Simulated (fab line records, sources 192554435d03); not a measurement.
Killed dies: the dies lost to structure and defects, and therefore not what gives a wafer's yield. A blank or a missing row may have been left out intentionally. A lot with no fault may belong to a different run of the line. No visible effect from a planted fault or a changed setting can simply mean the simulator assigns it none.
Chamber matching / flow n5Finfet / cvdCo-01 running N5_MOL_CONTACT_COAG_CO_FILL_22: 3 sister chambers
The step material Co, precursor CCTBA/H2, target thk 20 nm. 30 wafers are shown with their chamber, then 12 later ones without.

## WAFERS, EACH WITH ITS CHAMBER
wafer=L074.3; chamber=0; heaterPowerOuterW (W)=100; heaterPowerW (W)=209
wafer=L074.4; chamber=0; heaterPowerOuterW (W)=102; heaterPowerW (W)=213
wafer=L074.6; chamber=1; heaterPowerOuterW (W)=129; heaterPowerW (W)=259
wafer=L076.1; chamber=1; heaterPowerOuterW (W)=131; heaterPowerW (W)=255
wafer=L076.4; chamber=2; heaterPowerOuterW (W)=117; heaterPowerW (W)=241
wafer=L076.6; chamber=0; heaterPowerOuterW (W)=97; heaterPowerW (W)=209
wafer=L077.3; chamber=2; heaterPowerOuterW (W)=118; heaterPowerW (W)=235
wafer=L077.5; chamber=2; heaterPowerOuterW (W)=114; heaterPowerW (W)=232
wafer=L077.6; chamber=1; heaterPowerOuterW (W)=132; heaterPowerW (W)=251
wafer=L078.2; chamber=0; heaterPowerOuterW (W)=99; heaterPowerW (W)=209
wafer=L078.4; chamber=0; heaterPowerOuterW (W)=98; heaterPowerW (W)=210
wafer=L078.6; chamber=2; heaterPowerOuterW (W)=119; heaterPowerW (W)=239
wafer=L079.2; chamber=0; heaterPowerOuterW (W)=100; heaterPowerW (W)=215
wafer=L079.3; chamber=2; heaterPowerOuterW (W)=119; heaterPowerW (W)=229
wafer=L079.4; chamber=0; heaterPowerOuterW (W)=100; heaterPowerW (W)=210
wafer=L080.2; chamber=0; heaterPowerOuterW (W)=100; heaterPowerW (W)=212
wafer=L080.3; chamber=0; heaterPowerOuterW (W)=100; heaterPowerW (W)=209
wafer=L080.5; chamber=0; heaterPowerOuterW (W)=102; heaterPowerW (W)=212
wafer=L081.1; chamber=0; heaterPowerOuterW (W)=102; heaterPowerW (W)=208
wafer=L081.2; chamber=1; heaterPowerOuterW (W)=134; heaterPowerW (W)=251
wafer=L081.5; chamber=1; heaterPowerOuterW (W)=134; heaterPowerW (W)=247
wafer=L082.2; chamber=0; heaterPowerOuterW (W)=102; heaterPowerW (W)=211
wafer=L082.5; chamber=0; heaterPowerOuterW (W)=100; heaterPowerW (W)=207
wafer=L082.6; chamber=2; heaterPowerOuterW (W)=117; heaterPowerW (W)=233
wafer=L085.1; chamber=1; heaterPowerOuterW (W)=130; heaterPowerW (W)=251
wafer=L085.2; chamber=2; heaterPowerOuterW (W)=116; heaterPowerW (W)=236
wafer=L085.3; chamber=0; heaterPowerOuterW (W)=103; heaterPowerW (W)=208
wafer=L086.3; chamber=2; heaterPowerOuterW (W)=117; heaterPowerW (W)=237
wafer=L086.4; chamber=1; heaterPowerOuterW (W)=129; heaterPowerW (W)=248
wafer=L086.5; chamber=0; heaterPowerOuterW (W)=101; heaterPowerW (W)=216

SIGNATURES, as means of the wafers listed above
reading=heaterPowerOuterW; chamber 0=100.40; chamber 1=131.29; chamber 2=117.12; scatter within a chamber=1.76
reading=heaterPowerW; chamber 0=210.53; chamber 1=251.71; chamber 2=235.25; scatter within a chamber=3.35
Rule: a wafer's distance from a chamber is the root of the sum, over the readings, of the square of ((its reading less the chamber's mean) divided by the reading's scatter). The wafer belongs to the nearest chamber; if the next one is less than 2 further off, it can't be placed. The scatter is the square root of a quotient: the sum, over the shown wafers, of each reading's squared deviation from its chamber's mean, divided by wafers minus chambers.

## WAFERS WITH NO CHAMBER GIVEN
wafer=L089.2; heaterPowerOuterW (W)=131; heaterPowerW (W)=261
wafer=L089.4; heaterPowerOuterW (W)=119; heaterPowerW (W)=236
wafer=L089.6; heaterPowerOuterW (W)=128; heaterPowerW (W)=255
wafer=L090.2; heaterPowerOuterW (W)=131; heaterPowerW (W)=253
wafer=L090.4; heaterPowerOuterW (W)=131; heaterPowerW (W)=253
wafer=L090.5; heaterPowerOuterW (W)=102; heaterPowerW (W)=204
wafer=L091.1; heaterPowerOuterW (W)=102; heaterPowerW (W)=207
wafer=L091.2; heaterPowerOuterW (W)=129; heaterPowerW (W)=253
wafer=L091.4; heaterPowerOuterW (W)=102; heaterPowerW (W)=206
wafer=L092.1; heaterPowerOuterW (W)=117; heaterPowerW (W)=238
wafer=L092.4; heaterPowerOuterW (W)=132; heaterPowerW (W)=258
wafer=L092.6; heaterPowerOuterW (W)=102; heaterPowerW (W)=215

## THE CHAMBER EACH PASSED THROUGH
wafer=L089.2; from the rows above=1; in truth=1
wafer=L089.4; from the rows above=2; in truth=2
wafer=L089.6; from the rows above=1; in truth=1
wafer=L090.2; from the rows above=1; in truth=1
wafer=L090.4; from the rows above=1; in truth=1
wafer=L090.5; from the rows above=0; in truth=0
wafer=L091.1; from the rows above=0; in truth=0
wafer=L091.2; from the rows above=1; in truth=1
wafer=L091.4; from the rows above=0; in truth=0
wafer=L092.1; from the rows above=2; in truth=2
wafer=L092.4; from the rows above=1; in truth=1
wafer=L092.6; from the rows above=0; in truth=0
12 of 12 placed correctly. Not placeable from these rows: 0. 0 placed wrongly.
